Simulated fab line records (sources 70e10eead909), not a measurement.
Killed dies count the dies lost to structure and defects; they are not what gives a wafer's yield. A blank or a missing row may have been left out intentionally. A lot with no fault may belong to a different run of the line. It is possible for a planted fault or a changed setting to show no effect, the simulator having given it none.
The tool behind it: which one? | flow nand harc | 13 lots, 39 wafers sampled, at 4 steps of a route of 1302

== WHAT EACH GAUGE READ, for each wafer ==
NHARC_A_BONDPAD_CD_MEAS_13.
lot  | measured     | on        | cd nm (nm)
L629 | day 23 13:49 | cd sem-01 | 500 498 498
L634 | day 26 08:41 | cd sem-02 | 506 503 505
L637 | day 26 09:48 | cd sem-01 | 498 499 501
L641 | day 28 10:14 | cd sem-03 | 500 500 495
L645 | day 29 23:25 | cd sem-01 | 501 501 504
L643 | day 30 04:39 | cd sem-02 | 497 499 494
L646 | day 30 17:17 | cd sem-01 | 501 499 499
L647 | day 30 18:47 | cd sem-01 | 497 497 498
L648 | day 31 08:37 | cd sem-01 | 505 500 503
L649 | day 31 10:49 | cd sem-02 | 506 504 504
L651 | day 32 10:53 | cd sem-01 | 498 498 500
L650 | day 32 13:27 | cd sem-02 | 506 502 504
L652 | day 32 14:07 | cd sem-02 | 498 506 500

NHARC_THIN_TSV_INSPECT_40.
lot  | measured     | on                | raw defect count
L629 | day 24 16:34 | defect inspect-02 | 445 467 443
L634 | day 27 10:38 | defect inspect-01 | 637 567 655
L637 | day 27 10:38 | defect inspect-02 | 568 553 525
L641 | day 29 13:44 | defect inspect-01 | 531 528 503
L645 | day 31 02:34 | defect inspect-02 | 551 524 546
L643 | day 31 07:35 | defect inspect-01 | 465 471 470
L646 | day 31 23:00 | defect inspect-01 | 498 397 424
L647 | day 31 23:00 | defect inspect-02 | 484 575 420
L648 | day 32 15:05 | defect inspect-01 | 537 473 616
L649 | day 32 15:05 | defect inspect-01 | 481 588 529
L651 | day 33 13:49 | defect inspect-01 | 624 506 583
L650 | day 33 13:50 | defect inspect-01 | 451 566 652
L652 | day 33 13:50 | defect inspect-02 | 486 536 534

== WHICH TOOL RAN EACH LOT (tool, then ch and the chambers of the sampled wafers, then the start) ==
lot  | NHARC_A_M0_DEP_32               | NHARC_THIN_TSV_ETCH_36
L629 | pecvd-04 ch 1,2, day 23 07:21   | rie metal-01 ch 0, day 24 10:46
L634 | pecvd-04 ch 0,2, day 26 02:25   | rie metal-01 ch 0,1, day 27 06:02
L637 | pecvd-02 ch 0,1,2, day 26 03:16 | rie metal-03 ch 0,1, day 27 07:08
L641 | pecvd-02 ch 1,2, day 28 03:56   | rie metal-02 ch 0,1, day 29 09:11
L645 | pecvd-03 ch 0,1, day 29 16:59   | rie metal-01 ch 0,1, day 30 21:10
L643 | pecvd-03 ch 1,2, day 29 21:42   | rie metal-02 ch 0,1, day 31 02:04
L646 | pecvd-03 ch 0,1,2, day 30 11:03 | rie metal-02 ch 0,1, day 31 15:01
L647 | pecvd-02 ch 0,1,2, day 30 12:43 | rie metal-01 ch 0,1, day 31 15:53
L648 | pecvd-03 ch 0,1,2, day 31 02:16 | rie metal-03 ch 0,1, day 32 09:40
L649 | pecvd-02 ch 0,1,2, day 31 04:31 | rie metal-02 ch 0,1, day 32 11:04
L651 | pecvd-04 ch 0,1,2, day 32 04:29 | rie metal-02 ch 0,1, day 33 07:40
L650 | pecvd-02 ch 1,2, day 32 07:08   | rie metal-03 ch 1, day 33 08:53
L652 | pecvd-02 ch 0,1,2, day 32 07:44 | rie metal-01 ch 0,1, day 33 11:22
- NHARC_A_M0_DEP_32: deposits SiCN, target thk 30 nm.
- NHARC_THIN_TSV_ETCH_36: etches the open film in Cl2/BCl3, target depth 65 nm, time 18.571 s.

== AS READ BY THE TOOLS THEMSELVES (means over the sampled wafers that have a number; for cases with no such wafer, the mark the record gives instead) ==
NHARC_A_M0_DEP_32.
lot  | tool     | heater power w (W) | susceptor temp C (C)
L629 | pecvd-04 | 534                | 370.14
L634 | pecvd-04 | 623                | 370.17
L637 | pecvd-02 | 555                | 370.04
L641 | pecvd-02 | 539                | 370.27
L645 | pecvd-03 | 579                | 370.07
L643 | pecvd-03 | 563                | 370.06
L646 | pecvd-03 | 551                | 369.98
L647 | pecvd-02 | 479                | 369.92
L648 | pecvd-03 | 595                | 370.11
L649 | pecvd-02 | 549                | 370.00
L651 | pecvd-04 | 547                | 370.08
L650 | pecvd-02 | 527                | 370.03
L652 | pecvd-02 | 543                | 369.99

NHARC_THIN_TSV_ETCH_36.
lot  | tool         | drypump motor current A (A) | oes product au (a.u.) | run length s (s)
L629 | rie metal-01 | 5.38                        | 0.991                 | 39.9
L634 | rie metal-01 | 5.68                        | 0.998                 | 39.7
L637 | rie metal-03 | 5.23                        | 1.016                 | 36.9
L641 | rie metal-02 | 5.69                        | 0.995                 | 40.0
L645 | rie metal-01 | 5.69                        | 0.993                 | 39.6
L643 | rie metal-02 | 5.72                        | 1.003                 | 40.2
L646 | rie metal-02 | 5.71                        | 1.001                 | 40.0
L647 | rie metal-01 | 5.54                        | 0.987                 | 39.7
L648 | rie metal-03 | 5.24                        | 0.996                 | 40.0
L649 | rie metal-02 | 5.70                        | 1.004                 | 39.9
L651 | rie metal-02 | 5.72                        | 0.995                 | 40.0
L650 | rie metal-03 | 5.16                        | 1.012                 | 39.9
L652 | rie metal-01 | 5.69                        | 1.013                 | 39.5

== THE ANSWER, worked out from the rows above alone ==
Rule: the lots themselves supply what counts as usual. Put in order of their means at a reading, lots are off if they are a third of the lots or fewer, leave a main group of 4 or more, and stand apart from it by a gap of 3 or more times the standard deviation of the main group's means; of several such gaps the widest counts. A main group is skipped when, at the precision printed for the reading in the tables above, its means are all equal. Also off: a lot with no number at a reading for which 4 or more lots have one. The other lots that the step has rows for count as sound. First the gauges in route order, then the tools' own readings, where a lot's mean is used as printed above. At the first step where some lot is off, the reading lying furthest off is the one used; lots without a number count as furthest.
Off at NHARC_THIN_TSV_ETCH_36 (run length s): L637. Main group: mean 39.9 s, sd 0.19.
A tool fits if, at that step or a process step before it, it ran every lot that is off, and no sound lot after the first of them. Of those tried, none fits.

== WHAT HAD BEEN PUT IN BY THE SIMULATOR ==
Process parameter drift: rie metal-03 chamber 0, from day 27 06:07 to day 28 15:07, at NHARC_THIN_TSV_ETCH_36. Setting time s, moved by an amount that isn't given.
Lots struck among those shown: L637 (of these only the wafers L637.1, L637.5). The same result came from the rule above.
